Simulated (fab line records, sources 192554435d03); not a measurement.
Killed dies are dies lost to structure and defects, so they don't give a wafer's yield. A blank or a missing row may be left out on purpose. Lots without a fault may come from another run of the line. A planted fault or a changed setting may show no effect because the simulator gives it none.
Chamber matching | flow n5_finfet | N5_FIN_SAQP_SPACER2_ALD_28 on ald_sin-02: 4 sister chambers
The step deposits SiO2, target thk 8.1 nm, pulse time 1 s, purge time 2 s. 14 wafers are shown with their chamber, then 7 later ones without.

WAFERS WITH THEIR CHAMBER
wafer  | chamber | heater_power_w (W) | precursor_pulse_height_rel
L078.1 | 2       | 355                | 1.008
L078.3 | 3       | 413                | 0.993
L078.4 | 1       | 551                | 1.014
L079.1 | 2       | 367                | 1.024
L079.2 | 3       | 434                | 1.005
L079.6 | 0       | 421                | 0.970
L081.1 | 3       | 435                | 1.013
L081.3 | 1       | 515                | 0.976
L081.4 | 0       | 437                | 0.999
L083.1 | 2       | 354                | 0.983
L083.5 | 2       | 373                | 0.999
L083.6 | 3       | 435                | 0.991
L085.3 | 1       | 549                | 0.982
L085.4 | 3       | 429                | 0.990

SIGNATURES (means of the wafers above)
reading                    | chamber 0 | chamber 1 | chamber 2 | chamber 3 | scatter within a chamber
heater_power_w             | 429.00    | 538.33    | 362.25    | 429.20    | 12.5
precursor_pulse_height_rel | 0.98450   | 0.99067   | 1.00350   | 0.99840   | 0.016
Rule: a wafer's distance from a chamber is the root of the sum, over the readings, of the square of ((its reading less the chamber's mean) divided by the reading's scatter). The wafer belongs to the nearest chamber; if the next one is less than 2 further off, it can't be placed. The scatter: the root of (the sum of the squares of (reading less its chamber's mean) over the shown wafers, divided by (wafers less chambers)).

WAFERS WITHOUT THEIR CHAMBER
wafer  | heater_power_w (W) | precursor_pulse_height_rel
L085.6 | 423                | 1.004
L089.2 | 434                | 1.026
L089.4 | 365                | 1.004
L089.5 | 366                | 0.991
L090.2 | 435                | 0.965
L090.4 | 528                | 1.006
L090.5 | 434                | 1.024

WHICH CHAMBER EACH WENT THROUGH
wafer  | from the rows above     | in truth
L085.6 | can't be placed: 3 or 0 | 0
L089.2 | can't be placed: 3 or 0 | 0
L089.4 | 2                       | 2
L089.5 | 2                       | 2
L090.2 | can't be placed: 0 or 3 | 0
L090.4 | 1                       | 1
L090.5 | can't be placed: 3 or 0 | 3
Placed correctly: 3 of 7. Can't be placed from these rows: 4 (the true chamber is among the candidates in 4). Placed wrongly: 0.
